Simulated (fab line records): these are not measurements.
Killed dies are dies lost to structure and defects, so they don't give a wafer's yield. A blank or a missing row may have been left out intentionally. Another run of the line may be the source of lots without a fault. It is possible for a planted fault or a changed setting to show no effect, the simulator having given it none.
Chamber matching -- flow n5 finfet -- 4 sister chambers for N5_DUMMY_GATE_ETCH_29 on rie diel-01
The step etches underlayer in N2/H2, target depth 13 nm. 4 wafers are shown with their chamber, then 7 later ones without.

## WAFERS PAIRED WITH THEIR CHAMBERS
wafer,chamber,showerhead plenum p Torr (Torr)
L088.5,0,2.65
L088.6,1,2.72
L091.2,2,2.71
L091.3,3,2.54

## WAFERS MISSING THEIR CHAMBER
wafer,showerhead plenum p Torr (Torr)
L091.5,2.54
L094.1,2.71
L094.4,2.65
L094.6,2.71
L097.3,2.54
L097.4,2.64
L097.6,2.71

## WHICH CHAMBER EACH WENT THROUGH
wafer,from the rows above,in truth
L091.5,3,3
L094.1,2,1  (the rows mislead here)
L094.4,0,0
L094.6,2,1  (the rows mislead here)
L097.3,3,3
L097.4,0,0
L097.6,2,2
5 of 7 placed correctly. Not placeable from these rows: 0. Number placed wrongly: 2.
How it was worked out, from the rows above alone: a wafer's distance from a chamber is the root of the sum, over the readings, of the square of ((its reading less the chamber's mean) divided by the reading's scatter). The wafer belongs to the nearest chamber; if the next one is less than 2 further off, it can't be placed. Each chamber's mean is taken over the wafers shown for it. The scatter: with one shown wafer a chamber, the root of the mean of the squares of how far each hidden wafer lies from its nearest shown one.
